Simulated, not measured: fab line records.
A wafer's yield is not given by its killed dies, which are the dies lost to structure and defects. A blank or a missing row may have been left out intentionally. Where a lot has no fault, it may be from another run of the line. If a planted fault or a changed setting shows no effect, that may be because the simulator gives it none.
Problem report in the 8D (eight disciplines) form, filled by code :: flow n5Finfet :: the parts of the form that need people (team, actions taken, sign-off) are left out

1. WHAT WENT WRONG
CJ_P at N5_BEOL_M4_RC_MEAS_101 reads a mean of 4.05 on 1 wafer of 1 lot; wafers without a fault read 5.82 with a standard deviation of 0.13. Measured from the usual mean, that is -14 standard deviations.
First observed at day 10 01:23: wafer L556.6, on prober-01. Wafers with a number at this step in the record: 37, from 13 lots. Rule for "out" (also "out of limits"): further than 4 standard deviations from the usual mean. The rest of the wafers with a number are treated as sound.

2. WHAT IT IS; WHAT IT IS NOT
question: which readings at this step
is: CJ_P, CJ_N, RS_PWELL
is not: DIBL_N, DIBL_P, IOFF_N, IOFF_P, ION_P, SS_N, SS_P, VT_P

question: which lots
is: L556
is not: L550, L551, L553, L554, L557, L560, L561, L564, L566, L567, L571, L573

question: which wafers of those lots
is: all that have a number
is not: -

question: read on which gauges
is: prober-01
is not: prober-02

question: when
is: from day 10 01:23
is not: up to then (12 sound wafers); but 24 sound wafers of L557, L560, L561, L564, L566, L567, L571, L573 came after

3. WHAT RULES OUT EACH SUSPECT
Counting: any tool at a process step up to the reading is kept as a suspect provided that every lot that is out went through it and no sound lot did after the first of them.
- the gauge at N5_BEOL_M4_RC_MEAS_101 is ruled out. All the wafers that are out were read on prober-01, but those of them that N5_BEOL_M0_SAQP_SPACER1_ALD_98 has rows for are out there too, on other tools.
- pecvd-04 at N5_BEOL_M0_SAQP_HM_DEP_111 (deposits SiO2 from SiH4/N2O, target thk 12 nm, time 7.2 s): ruled out as a lasting fault. Following L556 (day 6 22:13), the first lot on it that is out, the sound lots L566 were run on it.
- rieDiel-06 at N5_BEOL_M0_SAQP_DESCUM_19 (chemistry O2, time 7.9 s): ruled out as a lasting fault. Following L556 (day 6 22:37), the first lot on it that is out, the sound lots L561, L560, L566 were run on it.
- aldSin-02 at N5_BEOL_M0_SAQP_SPACER1_ALD_98 (deposits SiO2, target thk 12.8 nm, pulse time 1 s, purge time 2 s): kept. It ran the lot that is out, L556 (day 6 23:43), and no sound lot after that; its last sound lot up to then is L554 (day 6 11:51). Its own susceptorTempC readings are out on those wafers.
- rieDiel-06 at N5_BEOL_M0_SAQP_SPACER1_ETCHBACK_99 (etches SiO2 in CHF3/O2, target depth 15.4 nm, time 7.7 s): ruled out as a lasting fault. Following L556 (day 7 00:03), the first lot on it that is out, the sound lots L560, L564, L566, L571, L573 were run on it.
After counting, what remains is aldSin-02 at N5_BEOL_M0_SAQP_SPACER1_ALD_98.

4. THE CAUSE (what the simulator had put in)
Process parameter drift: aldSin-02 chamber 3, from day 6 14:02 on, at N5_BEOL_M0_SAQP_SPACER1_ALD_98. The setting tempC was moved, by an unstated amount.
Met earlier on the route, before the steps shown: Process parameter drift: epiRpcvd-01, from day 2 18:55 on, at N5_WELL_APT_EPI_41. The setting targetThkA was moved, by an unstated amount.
This tool alone remained once counting was done.

5. THE CHAIN OF EFFECTS, in route order
Each row: a reading whose mean over the struck wafers that have a number lies more than 3 standard deviations from the usual. Only readings whose record carries a usual standard deviation are examined. hours: median over the lots of the time between each lot's start at the first step of this table that gives one and its start at this step. sigmas: the change, counted in usual standard deviations.
hours: 0
step: N5_BEOL_M0_SAQP_SPACER1_ALD_98
reading: susceptorTempC
usual: 299.99 C
on struck wafers: 282.79
change: -17.20
sigmas: -91

hours: 1
step: N5_BEOL_M0_SAQP_CD_MEAS_25
reading: cdNm
usual: 12.77 nm
on struck wafers: 13.42
change: +0.65
sigmas: +3.1

hours: 74
step: N5_BEOL_M4_RC_MEAS_101
reading: CJ_N
usual: 4.33
on struck wafers: 4.97
change: +0.64
sigmas: +7.1

hours: 74
step: N5_BEOL_M4_RC_MEAS_101
reading: CJ_P
usual: 5.82
on struck wafers: 4.05
change: -1.77
sigmas: -14

hours: 74
step: N5_BEOL_M4_RC_MEAS_101
reading: ION_N
usual: 673 uA/um
on struck wafers: 643
change: -30
sigmas: -3.4

hours: 74
step: N5_BEOL_M4_RC_MEAS_101
reading: RS_NWELL
usual: 1036 ohm/sq
on struck wafers: 1064
change: +28
sigmas: +4.0

hours: 74
step: N5_BEOL_M4_RC_MEAS_101
reading: RS_PWELL
usual: 3013 ohm/sq
on struck wafers: 3116
change: +103
sigmas: +4.1
Process steps it contains:
- N5_BEOL_M0_SAQP_SPACER1_ALD_98: deposits SiO2, target thk 12.8 nm, pulse time 1 s, purge time 2 s.

6. WHAT WOULD HAVE CAUGHT IT SOONER
In this record the first reading out of limits at a measuring or inspecting step was taken at day 10 01:23, 83 hours after the fault began at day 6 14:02.
The tool's own readings at N5_BEOL_M0_SAQP_SPACER1_ALD_98 were out on every struck wafer that the step has a row for (susceptorTempC): an alarm limit on them would have fired on the first of those.
By day 10 01:23 the whole set of lots that are out, 1 in number, had already begun N5_BEOL_M0_SAQP_SPACER1_ALD_98 on aldSin-02. Tool hold at that time: it would have spared none of them.
